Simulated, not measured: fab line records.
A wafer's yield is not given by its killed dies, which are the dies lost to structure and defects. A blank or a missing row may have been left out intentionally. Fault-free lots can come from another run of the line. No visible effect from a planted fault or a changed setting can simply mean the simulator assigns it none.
Comparing a struck lot with a sound one || flow nand harc || 39 out of 1159 route steps
Sound: these wafers, L219.2, L219.3, L219.4. Struck: wafers L220.1, L220.5, L220.6. The cause is named last.
For every step that has rows: the tool of each side, followed by ch and its chambers, followed by its first start. Under that, the readings that differ: sound wafers || struck wafers || difference of the means || sigmas: that difference in standard deviations of wafers without a fault.
alike: a reading whose means differ by less than 2 such deviations, as well as words and numbers matching on both sides. not compared: withheld readings; readings where some wafer has no value; bounds like >300 that might hide an equal value; numbers whose values overlap and for which the record gives no deviation.
Wherever a step has rows on one side only, a row that says differs or no value, or a row with sigmas, the two part there. When numbers do not overlap yet have no deviation, they are printed without sigmas and do not part them. Lack of a reading on every wafer of one side parts them only where that side has two or more wafers.

first, 4 steps without rows for these wafers: NHARC_A_BONDPAD_HARDBAKE_10 (time 65 s); NHARC_A_BONDPAD_DESCUM_11 (chemistry O2, time 3 s); NHARC_A_BONDPAD_ETCH_34 (etches the open film in N2/H2, target depth 60 nm, overetch 18 nm, time 65.91 s); NHARC_A_BONDPAD_ETCH_12 (etches the open film in CHF3/O2, target depth 220 nm, time 110 s).
NHARC_A_BONDPAD_CD_MEAS_13:
  sound: cd sem-02 at day 22 14:48; struck: cd sem-02 at day 22 21:17
  alike: cd nm
then, 1 step without rows for these wafers: NHARC_A_BONDPAD_STRIP_15 (strips in O2).
NHARC_A_BONDPAD_ETCH_24: etches the open film in CF4/N2, target depth 30 nm, time 72.99 s.
  sound: rie diel-04 ch 1,2,3; struck: rie diel-04 ch 0,1
  alike: cf4 flow sccm, drypump motor current A, mfc ar sccm, oes product au, rf vpp V, showerhead plenum p Torr, throttle valve pct
  not compared: rf hours counter h
then, 1 step without rows for these wafers: NHARC_A_BONDPAD_STRIP_16 (strips in post etch residue remover, time 600 s).
NHARC_A_BONDPAD_DEGAS_25: time 60 s.
  sound: pvd sputter-03 at day 22 15:26; struck: pvd sputter-02 at day 22 21:56
  alike: heater power w
then, 2 steps without rows for these wafers: NHARC_A_BONDPAD_PRE_CLEAN_26 (time 30 s); NHARC_A_BONDPAD_PVD_17 (deposits TaN, target thk 5 nm, time 8.06 s).
NHARC_A_BONDPAD_PVD_27: deposits Cu, target thk 30 nm, time 20.49 s.
  sound on pvd sputter-03; struck on pvd sputter-03, day 22 22:11
  alike: throttle valve pct
NHARC_A_BONDPAD_ECD_18: material Cu, target thk 400 nm.
  sound on ecd cu-01 ch 0,1, day 22 16:01; struck on ecd cu-02 ch 0,1, day 22 22:19
  alike: bath temp c
NHARC_A_BONDPAD_ANNEAL_28: time 90 s.
  sound on rtp anneal-01 ch 0, day 22 16:25; struck on rtp anneal-01 ch 0, day 22 22:42
  alike: anneal temp c max, wafer_temp_C_max
then, 1 step without rows for these wafers: NHARC_A_BONDPAD_CMP_19 (polishes, t overpolish 30 s, cu recess touch 16 s, target thk 169.8 nm).
NHARC_A_BONDPAD_THK_MEAS_20: measures by xrf.
  sound: film metro-01 at day 22 17:04; struck: film metro-01 at day 22 23:22
  alike: thk nm
then, 6 steps without rows for these wafers: NHARC_A_BONDPAD_SRD_21 (time 30 s, dry time 20 s); NHARC_HYBRID_BOND_ACTIVATE_00 (chemistry N2, time 60 s); NHARC_HYBRID_BOND_PRECLEAN_01 (cleans in DIW, time 300 s); NHARC_HYBRID_BOND_SRD_02 (time 30 s, dry time 20 s); NHARC_HYBRID_BOND_BOND_03; NHARC_HYBRID_BOND_ANNEAL_04 (time 7200 s).
NHARC_HYBRID_BOND_OVL_MEAS_05:
  sound: overlay-02 at day 23 04:10; struck: overlay-02 at day 23 08:22
  alike: overlay x nm, overlay y nm
NHARC_THIN_TSV_GRIND_00:
  sound on grinder-01 ch 0, day 23 04:34; struck on grinder-01 ch 0, day 23 12:10
  alike: motor current A
then, 1 step without rows for these wafers: NHARC_THIN_TSV_CMP_01 (polishes).
NHARC_THIN_TSV_THK_MEAS_02: measures by ir.
  sound: film metro-01 at day 23 05:51; struck: film metro-02 at day 23 13:39
  alike: thk nm
then, 12 steps without rows for these wafers: NHARC_THIN_TSV_SRD_03; NHARC_THIN_TSV_PRECLEAN_41 (cleans in SC1); NHARC_THIN_TSV_SRD_42; NHARC_THIN_TSV_DEP_43 (deposits SiO2, target thk 1328.5 nm); NHARC_THIN_TSV_DEHYDRATE_04 (time 120 s); NHARC_THIN_TSV_HMDS_05 (time 30 s); NHARC_THIN_TSV_COAT_06; NHARC_THIN_TSV_SOFTBAKE_07 (time 95 s); NHARC_THIN_TSV_EBR_08; NHARC_THIN_TSV_EXPOSE_09 (exposes mask TSV); NHARC_THIN_TSV_PEB_10 (peb time 85 s); NHARC_THIN_TSV_DEVELOP_11 (time 70 s).
NHARC_END_SORT_01:
  sound on prober-01 ch 0, day 24 00:34; struck on prober-01 ch 0, day 24 15:27
{"reading": "defect limited yield (%)", "sound": "93.8 91.9 93.5", "struck": "18.9 19.1 21.1", "difference": -73.4, "sigmas": -52}
{"reading": "killed at array", "sound": "37 53 38", "struck": "547 547 534", "difference": "+500", "sigmas": "+51"}
{"reading": "killed dies", "sound": "42 55 44", "struck": "549 548 534", "difference": "+497", "sigmas": "+52"}
{"reading": "sort_bin_2_pct (%)", "sound": "1.2 2.4 1.8", "struck": "35.3 35.5 35.6", "difference": "+33.7", "sigmas": "+56"}
{"reading": "sort_bin_3_pct (%)", "sound": "0.89 1.03 0.74", "struck": "7.83 7.53 8.42", "difference": "+7.04", "sigmas": "+31"}
{"reading": "sort_bin_4_pct (%)", "sound": "4.1 4.7 4.0", "struck": "38.0 38.0 34.9", "difference": "+32.7", "sigmas": "+37"}
{"reading": "sort n pass", "sound": "635 622 633", "struck": "128 129 143", "difference": -497, "sigmas": -52}
{"reading": "sort rim yield pct (%)", "sound": "97.2 98.1 94.3", "struck": "21.7 24.5 32.1", "difference": -70.4, "sigmas": -28}
{"reading": "sort yield pct (%)", "sound": "93.8 91.9 93.5", "struck": "18.9 19.1 21.1", "difference": -73.4, "sigmas": -52}
  alike: killed at other, killed at periphery, killed open, killed short

## WHERE THEY PART
Only at NHARC_END_SORT_01, as far as this record shows.

WHY: the cause the simulator had injected
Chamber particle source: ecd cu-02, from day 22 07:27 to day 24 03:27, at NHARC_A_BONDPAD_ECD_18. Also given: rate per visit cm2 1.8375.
